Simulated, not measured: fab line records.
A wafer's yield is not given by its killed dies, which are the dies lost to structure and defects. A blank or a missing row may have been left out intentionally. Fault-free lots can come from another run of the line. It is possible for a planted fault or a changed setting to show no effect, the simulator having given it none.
Split-lot study | flow n5_finfet | 7 lots, 21 wafers read, on a route of 1938 steps

## ON THE SPLIT
At N5_BEOL_M6_COAT_59 (time 60 s, resist thk 100 nm), the setting spin_rpm was moved away from the recipe's 1500 rpm on 7 of the 21 wafers read, by -6.4% to +11.0%. For the rest of the wafers, this setting stayed at what the recipe calls for.

The split's own step is where the reading is taken.

## THE READING
SOC_of_BEOL_M6_COAT_59.thk_nm (the simulator's own value, which no gauge read), in nm, at N5_BEOL_M6_COAT_59 (time 60 s, resist thk 100 nm). No usual value for it is given in the file. Across the 14 wafers here that went through the recipe, the average is 99.9 nm and the standard deviation 0.22 nm.

wafer  | tool, chamber at the split | spin_rpm as run, rpm | against the recipe | SOC_of_BEOL_M6_COAT_59.thk_nm, nm | against lot-mates on the recipe
L075.1 | litho_track-05, 0          | 1665                 | +11.0%             | 94.8                              | -5.4
L075.4 | litho_track-05, 0          | 1500                 | recipe             | 100.2                             | -
L075.6 | litho_track-05, 0          | 1665                 | +11.0%             | 95                                | -5.2
L076.1 | litho_track-05, 0          | 1457                 | -2.9%              | 101.6                             | +1.3
L076.2 | litho_track-05, 0          | 1500                 | recipe             | 100.2                             | -
L076.5 | litho_track-05, 0          | 1500                 | recipe             | 100.4                             | -
L084.1 | litho_track-03, 0          | 1500                 | recipe             | 100                               | -
L084.5 | litho_track-03, 0          | 1404                 | -6.4%              | 103.4                             | +3.4
L084.6 | litho_track-03, 0          | 1404                 | -6.4%              | 103.4                             | +3.4
L089.3 | litho_track-03, 0          | 1500                 | recipe             | 99.8                              | -
L089.5 | litho_track-03, 0          | 1500                 | recipe             | 99.8                              | -
L089.6 | litho_track-03, 0          | 1500                 | recipe             | 100                               | -
L094.1 | litho_track-03, 0          | 1565                 | +4.3%              | 98                                | -2.0
L094.4 | litho_track-03, 0          | 1500                 | recipe             | 100                               | -
L094.6 | litho_track-03, 0          | 1500                 | recipe             | 100                               | -
L095.4 | litho_track-03, 0          | 1585                 | +5.7%              | 97.2                              | -2.6
L095.5 | litho_track-03, 0          | 1500                 | recipe             | 100                               | -
L095.6 | litho_track-03, 0          | 1500                 | recipe             | 99.6                              | -
L097.4 | litho_track-04, 0          | 1500                 | recipe             | 99.8                              | -
L097.5 | litho_track-04, 0          | 1500                 | recipe             | 99.8                              | -
L097.6 | litho_track-04, 0          | 1500                 | recipe             | 99.6                              | -

FIT RESULTS
A straight line over all 21 wafers: SOC_of_BEOL_M6_COAT_59.thk_nm changes by -0.484 nm for each +1% of spin_rpm; r = -0.99; the points scatter about the line by 0.24 nm.
The same after taking each lot's own level away (the mean of its wafers on the recipe; 21 wafers): -0.491 nm for each +1%; r = -1.00; scatter 0.14 nm.
According to that fit, moving spin_rpm by its largest amount changes the reading by 5.4 nm.
Measured against the standard deviation above, the lots' own levels, which go from 99.73 to 100.30 nm, span 2.6 times it.
The two slopes are in agreement: the lot-to-lot level therefore moves the slope only a little.
Check: -5.33 nm against its lot-mates is what the line predicts for one of the wafers moved furthest among these (+11.0%) when that wafer is left out of the fit. It came out at -5.4 nm against them.

## OTHER SPLITS APPLIED TO THESE WAFERS
Before the reading, these wafers also passed through other splits. Each is held against what the fit with the lots' levels taken away leaves over:
other split on the same wafers | wafers away from the commonest value | r with SOC_of_BEOL_M6_COAT_59.thk_nm (lot level and that fit taken away)
N5_BEOL_M2_COAT_62 spin_rpm    | 7                                    | +0.00
N5_BEOL_M3_COAT_61 spin_rpm    | 7                                    | +0.05
N5_BEOL_M3_COAT_05 spin_rpm    | 9                                    | +0.08
N5_BEOL_M3_EXPOSE_25 dose_mj   | 7                                    | -0.22
N5_BEOL_M5_ILD_DEP_00 time_s   | 6                                    | +0.42
N5_BEOL_M5_ETCH_68 bias_w      | 6                                    | -0.04
N5_BEOL_M5_ETCH_41 source_w    | 9                                    | -0.13

## FILE'S OWN FIT
SOC_of_BEOL_M6_COAT_59.thk_nm changes by -0.485 nm for each +1% of spin_rpm, r = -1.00.
